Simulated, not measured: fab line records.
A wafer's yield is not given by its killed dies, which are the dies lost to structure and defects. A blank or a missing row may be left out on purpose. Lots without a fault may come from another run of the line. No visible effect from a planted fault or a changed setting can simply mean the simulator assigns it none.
The tool behind it: which one?    flow n5Finfet    Sampling: 10 lots, 30 wafers, 5 of 1938 route steps

== WHAT THE GAUGES SHOWED, per wafer ==
N5_BEOL_M4_RC_MEAS_101. Usual: DIBL_N 36.5 mV/V, standard deviation 1.7; DIBL_P 36.3 mV/V, standard deviation 2.1; IOFF_N 0.16 nA/um, standard deviation 0.036; IOFF_P 0.21 nA/um, standard deviation 0.037; ION_N 676 uA/um, standard deviation 12; ION_P 462 uA/um, standard deviation 7.6; SS_N 71.5 mV/dec, standard deviation 0.68; SS_P 73.3 mV/dec, standard deviation 0.63; VT_N 249 mV, standard deviation 3.5; VT_P -250 mV, standard deviation 3.5.
lot   measured      on         DIBL_N (mV/V)   DIBL_P (mV/V)   IOFF_N (nA/um)  IOFF_P (nA/um)  ION_N (uA/um)  ION_P (uA/um)  SS_N (mV/dec)   SS_P (mV/dec)   VT_N (mV)    VT_P (mV)       flag
L790  day 8 10:57   prober-02  36.3 37.3 36.6  36.9 38.5 38.4  0.16 0.17 0.17  0.18 0.19 0.18  681 682 675    452 452 453    71.1 71.8 71.8  73.4 72.8 74.1  250 253 250  -253 -255 -256  
L793  day 9 09:56   prober-02  39.0 38.7 37.0  38.2 38.2 35.9  0.21 0.20 0.17  0.26 0.27 0.22  685 683 674    469 470 462    71.9 72.0 70.7  74.1 73.8 73.3  248 243 250  -247 -246 -247  
L794  day 9 14:08   prober-02  37.0 35.8 35.7  35.0 32.9 33.9  0.14 0.12 0.13  0.20 0.17 0.19  672 664 659    461 459 460    71.3 71.0 70.6  72.7 72.8 72.7  253 257 252  -249 -251 -251  
L807  day 12 20:24  prober-01  34.3 34.4 37.6  33.5 33.2 38.1  0.11 0.11 0.17  0.15 0.14 0.21  657 643 670    452 441 459    71.1 70.9 71.1  72.8 72.3 73.7  255 261 250  -257 -260 -251  
L808  day 13 01:03  prober-02  37.4 36.9 37.0  38.3 37.2 37.3  0.16 0.16 0.16  0.22 0.21 0.21  676 682 667    461 461 463    71.4 70.6 71.3  74.0 73.2 72.6  251 250 250  -249 -251 -248  
L809  day 13 05:24  prober-01  35.0 35.4 38.7  34.1 34.3 38.4  0.12 0.12 0.18  0.17 0.17 0.23  665 669 678    457 455 464    71.3 71.1 72.1  72.2 72.6 74.3  252 252 247  -251 -255 -248  
L810  day 13 22:52  prober-02  38.3 36.6 35.1  38.7 36.7 35.0  0.19 0.14 0.14  0.25 0.23 0.20  673 654 668    469 459 462    72.7 71.7 71.7  73.5 73.3 73.1  246 253 250  -248 -248 -249  
L811  day 13 22:10  prober-01  39.0 36.7 35.6  37.7 36.5 34.4  0.19 0.16 0.13  0.24 0.24 0.19  679 689 679    463 480 464    73.4 70.5 71.2  74.3 73.0 72.9  246 248 250  -247 -246 -252  

== EACH LOT AND THE TOOL THAT RAN IT (in order: tool; ch and the chambers of the sampled wafers; start) ==
lot   N5_MOL_CONTACT_COAG_ETCHBACK_136   N5_MOL_CONTACT_COAG_STRIP_49         N5_BEOL_M0_SAQP_HM_DEP_111       N5_BEOL_M0_SAQP_RECESS_114
L790  rieDiel-06 ch 1,2,3, day 5 16:26   plasmaAsher-02 ch 0,1, day 5 16:40   pecvd-01 ch 0,1,2, day 5 21:29   vaporEtch-02 ch 0,1, day 5 22:43
L793  rieDiel-02 ch 0,1, day 6 06:20     plasmaAsher-01 ch 0,1, day 6 06:35   pecvd-03 ch 1,2, day 6 12:43     vaporEtch-02 ch 0,1, day 6 13:38
L794  rieDiel-02 ch 1,2, day 6 18:02     plasmaAsher-01 ch 0,1, day 6 18:16   pecvd-01 ch 0,1,2, day 7 00:28   vaporEtch-01 ch 0, day 7 01:52
L802  rieDiel-03 ch 0,1,2, day 8 18:05   plasmaAsher-02 ch 0,1, day 8 18:19   pecvd-03 ch 0,1,2, day 8 23:06   vaporEtch-02 ch 0, day 9 00:08
L803  rieDiel-02 ch 0,1,2, day 8 20:27   plasmaAsher-01 ch 0,1, day 8 20:41   pecvd-02 ch 0,1,2, day 9 03:57   vaporEtch-02 ch 0,1, day 9 04:59
L807  rieDiel-03 ch 0,3, day 9 20:46     plasmaAsher-01 ch 0,1, day 9 21:00   pecvd-03 ch 0,1, day 10 03:19    vaporEtch-02 ch 0,1, day 10 04:23
L808  rieDiel-06 ch 0,1,3, day 9 23:39   plasmaAsher-01 ch 0,1, day 9 23:53   pecvd-01 ch 0,2, day 10 05:25    vaporEtch-02 ch 0,1, day 10 06:28
L809  rieDiel-06 ch 1,2,3, day 10 09:22  plasmaAsher-02 ch 0,1, day 10 09:38  pecvd-02 ch 0,1, day 10 15:02    vaporEtch-02 ch 0,1, day 10 16:07
L810  rieDiel-03 ch 0,3, day 10 14:03    plasmaAsher-02 ch 0,1, day 10 14:17  pecvd-03 ch 0,2, day 10 20:38    vaporEtch-02 ch 0,1, day 10 21:43
L811  rieDiel-06 ch 1,2,3, day 10 20:49  plasmaAsher-02 ch 0,1, day 10 21:03  pecvd-01 ch 0,1,2, day 11 02:36  vaporEtch-02 ch 0,1, day 11 03:38
- N5_MOL_CONTACT_COAG_ETCHBACK_136: etches SiO2 in CHF3, target depth 25 nm, time 16.7 s.
- N5_MOL_CONTACT_COAG_STRIP_49: strips in N2/H2, time 30 s.
- N5_BEOL_M0_SAQP_HM_DEP_111: deposits SiO2 from SiH4/N2O, target thk 12 nm, time 7.2 s.
- N5_BEOL_M0_SAQP_RECESS_114: chemistry HF/NH3, target SiO2, target depth 14.4 nm, afs cycles 3, sublimation time 60 s.

== WHAT THE TOOLS THEMSELVES READ (means of the sampled wafers that have a number; where no wafer has one, the mark that the record gives instead) ==
N5_MOL_CONTACT_COAG_ETCHBACK_136. Usual: drypumpMotorCurrentA 5.7 A, standard deviation 0.34; oesProductAu 0.74 a.u., standard deviation 0.058; rfVppV 522 V, standard deviation 10; showerheadPlenumPTorr 2.38 Torr, standard deviation 0.083; throttleValvePct 18.77 %, standard deviation 0.22.
lot   tool        drypumpMotorCurrentA (A)  oesProductAu (a.u.)  rfVppV (V)  showerheadPlenumPTorr (Torr)  throttleValvePct (%)  flag
L790  rieDiel-06  5.6                       0.73                 525         2.31                          18.84                 
L793  rieDiel-02  5.7                       0.71                 527         2.39                          18.71                 
L794  rieDiel-02  5.7                       0.73                 530         2.42                          18.82                 
L802  rieDiel-03  5.7                       0.73                 512         2.36                          18.67                 
L803  rieDiel-02  5.6                       0.71                 529         2.38                          18.77                 
L807  rieDiel-03  5.7                       0.79                 521         2.35                          18.68                 
L808  rieDiel-06  5.5                       0.73                 526         2.37                          18.83                 
L809  rieDiel-06  5.6                       0.80                 527         2.39                          18.73                 
L810  rieDiel-03  5.7                       0.78                 522         2.35                          18.68                 
L811  rieDiel-06  5.6                       0.79                 528         2.39                          18.73                 

N5_MOL_CONTACT_COAG_STRIP_49. Usual: drypumpMotorCurrentA 5.6 A, standard deviation 0.49; heaterPowerW 354 W, standard deviation 9.5.
lot   tool            drypumpMotorCurrentA (A)  heaterPowerW (W)  flag
L790  plasmaAsher-02  5.2                       353               
L793  plasmaAsher-01  6.3                       340               
L794  plasmaAsher-01  6.2                       346               
L802  plasmaAsher-02  5.2                       360               
L803  plasmaAsher-01  6.3                       342               
L807  plasmaAsher-01  6.3                       345               
L808  plasmaAsher-01  6.2                       347               
L809  plasmaAsher-02  5.2                       361               
L810  plasmaAsher-02  5.2                       356               
L811  plasmaAsher-02  5.2                       359               

N5_BEOL_M0_SAQP_HM_DEP_111. Usual: heaterPowerW 750 W, standard deviation 96; showerheadPlenumPTorr 8.18 Torr, standard deviation 0.11.
lot   tool      heaterPowerW (W)  showerheadPlenumPTorr (Torr)  flag
L790  pecvd-01  809               8.11                          
L793  pecvd-03  655               8.17                          
L794  pecvd-01  745               8.10                          
L802  pecvd-03  641               8.18                          
L803  pecvd-02  819               8.26                          
L807  pecvd-03  632               8.20                          
L808  pecvd-01  802               8.15                          
L809  pecvd-02  788               8.26                          
L810  pecvd-03  699               8.14                          
L811  pecvd-01  810               8.11                          

N5_BEOL_M0_SAQP_RECESS_114. Usual: drypumpMotorCurrentA 5.41 A, standard deviation 0.13.
lot   tool          drypumpMotorCurrentA (A)  flag
L790  vaporEtch-02  5.36                      
L793  vaporEtch-02  5.45                      
L794  vaporEtch-01  5.17                      
L802  vaporEtch-02  -                         OFF
L803  vaporEtch-02  -                         OFF
L807  vaporEtch-02  5.45                      
L808  vaporEtch-02  5.43                      
L809  vaporEtch-02  5.37                      
L810  vaporEtch-02  5.36                      
L811  vaporEtch-02  5.38                      

== THE ANSWER, worked out from the rows above alone ==
Rule: a lot counts as off when the mean over its wafers that have a number is more than 3 standard deviations away from the usual mean. A lot without any number at a reading at which 4 lots or more have one is off too. Any other lot the step has rows for is counted as sound. Order of review: gauges by route order, followed by the tools' own readings, for which a lot's mean as printed above is used. The first step at which some lot is off is used, and at that step the reading that is off furthest; a lot without a number counts as furthest.
Off, at N5_BEOL_M0_SAQP_RECESS_114 on drypumpMotorCurrentA: L802, L803. Without a number there: L802, L803.
If a tool, at that step or one of the process steps before it, ran each lot that is off and ran no sound lot following the first of them, it fits. No candidate that was tried fits.

== WHAT THE SIMULATOR HAD INSERTED ==
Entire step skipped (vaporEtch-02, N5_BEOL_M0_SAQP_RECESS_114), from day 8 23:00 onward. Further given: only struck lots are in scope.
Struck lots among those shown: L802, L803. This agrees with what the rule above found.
